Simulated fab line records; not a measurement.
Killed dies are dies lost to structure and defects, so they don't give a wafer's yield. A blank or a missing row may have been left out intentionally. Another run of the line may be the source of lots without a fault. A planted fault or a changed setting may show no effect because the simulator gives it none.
Struck lot and sound lot, side by side	flow nand_harc	15 steps out of a route of 1159
Sound: these wafers, L568.1, L568.3, L568.5. Struck: wafer L587.5. (L587.1, L587.4 of the same lot were not struck and are left out.) The cause comes at the end.
At each step with rows: each side's tool, then ch and its chambers, then its first start. Under that, the readings that differ: sound wafers	struck wafers	difference of the means	sigmas: that difference in standard deviations of wafers without a fault.
alike: readings whose means differ by less than 2 such deviations, and words and numbers that are the same on both sides. not compared: withheld readings, readings that some wafer has no value for, bounds like >300 that may hide the same value, and numbers for which the record gives no deviation and whose values overlap.
Wherever a step has rows on one side only, a row that says differs or no value, or a row with sigmas, the two part there. Numbers that have no deviation but don't overlap get no sigmas and don't part them. Lack of a reading on every wafer of one side parts them only where that side has two or more wafers.

first, 4 steps without rows for these wafers: NHARC_P_BONDPAD_EBR_05; NHARC_P_BONDPAD_EXPOSE_06 (exposes mask P BPAD); NHARC_P_BONDPAD_PEB_07 (peb time 80 s); NHARC_P_BONDPAD_DEVELOP_08 (time 50 s).
NHARC_P_BONDPAD_CD_MEAS_09 targets a cd of 500 nm.
  sound on cd_sem-01 ch 0, day 6 12:02; struck on cd_sem-02 ch 0, day 11 08:55
  alike: cd_nm
NHARC_P_BONDPAD_OVL_MEAS_38:
  sound: overlay-01 at day 6 12:07; struck: overlay-01 at day 11 09:00
  alike: overlay_x_nm, overlay_y_nm
then, 1 step without rows for these wafers: NHARC_P_BONDPAD_HARDBAKE_10 (time 65 s).
NHARC_P_BONDPAD_DESCUM_11: chemistry O2, time 3 s.
  sound on rie_diel-10 ch 0,1,2, day 6 12:15; struck on rie_diel-10 ch 2, day 11 09:08
reading	sound	struck	difference	sigmas
rf_vpp_V (V)	57.6 57.3 56.2	59.1	+2.1	+2
  alike: drypump_motor_current_A, oes_product_au, showerhead_plenum_p_Torr, throttle_valve_pct
  not compared: rf_hours_counter_h
NHARC_P_BONDPAD_ETCH_37: etches the open film in N2/H2, target depth 60 nm, overetch 18 nm, time 65.91 s.
  sound on rie_diel-10 ch 1,2, day 6 12:20; struck on rie_diel-10 ch 1, day 11 09:13
  alike: drypump_motor_current_A, oes_product_au, rf_vpp_V, run_length_s, showerhead_plenum_p_Torr, throttle_valve_pct
  not compared: rf_hours_counter_h
NHARC_P_BONDPAD_ETCH_12: etches the open film in CHF3/O2, target depth 200 nm, time 100 s.
  sound on rie_diel-10 ch 2,3; struck on rie_diel-10 ch 3
  alike: drypump_motor_current_A, oes_product_au, rf_vpp_V, run_length_s, showerhead_plenum_p_Torr, throttle_valve_pct
  not compared: rf_hours_counter_h
NHARC_P_BONDPAD_CD_MEAS_13:
  sound: cd_sem-03 at day 6 12:34; struck: cd_sem-01 at day 11 09:26
  alike: cd_nm
NHARC_P_BONDPAD_STRIP_15: strips in O2.
  sound on rie_diel-10 ch 1,3, day 6 12:39; struck on rie_diel-04 ch 2, day 11 09:31
  alike: drypump_motor_current_A, oes_product_au, rf_vpp_V, showerhead_plenum_p_Torr, throttle_valve_pct
  not compared: rf_hours_counter_h
NHARC_P_BONDPAD_ETCH_24: etches the open film in CF4/N2, target depth 30 nm, time 72.99 s.
  sound on rie_diel-10 ch 0,2,3, day 6 12:47; struck on rie_diel-04 ch 0, day 11 09:41
reading	sound	struck	difference	sigmas
run_length_s (s)	94.3 93.8 95.0	77.0	-17.4	-33
  alike: drypump_motor_current_A, oes_product_au, rf_vpp_V, showerhead_plenum_p_Torr, throttle_valve_pct
  not compared: rf_hours_counter_h
then, 1 step without rows for these wafers: NHARC_P_BONDPAD_STRIP_16 (strips in post etch residue remover, time 600 s).
-- jump in the record: it breaks off in module P_BONDPAD and resumes in module END (first step shown: number 1159 of the route), and 13 days separate the struck wafers' starts before and after --
NHARC_END_SORT_01:
  sound on prober-01 ch 0, day 20 02:56; struck on prober-01 ch 0, day 24 05:04
  alike: defect_limited_yield, killed_at_array, killed_at_other, killed_at_periphery, killed_dies, killed_open, killed_short, sort_bin_2_pct, sort_bin_3_pct, sort_bin_4_pct, sort_n_pass, sort_rim_yield_pct, sort_yield_pct

## WHERE THEY PART
First at NHARC_P_BONDPAD_DESCUM_11; last, within this record, at NHARC_P_BONDPAD_ETCH_24. Later steps at which nothing parts them and some readings are alike: NHARC_END_SORT_01.

WHY: what the simulator had put in
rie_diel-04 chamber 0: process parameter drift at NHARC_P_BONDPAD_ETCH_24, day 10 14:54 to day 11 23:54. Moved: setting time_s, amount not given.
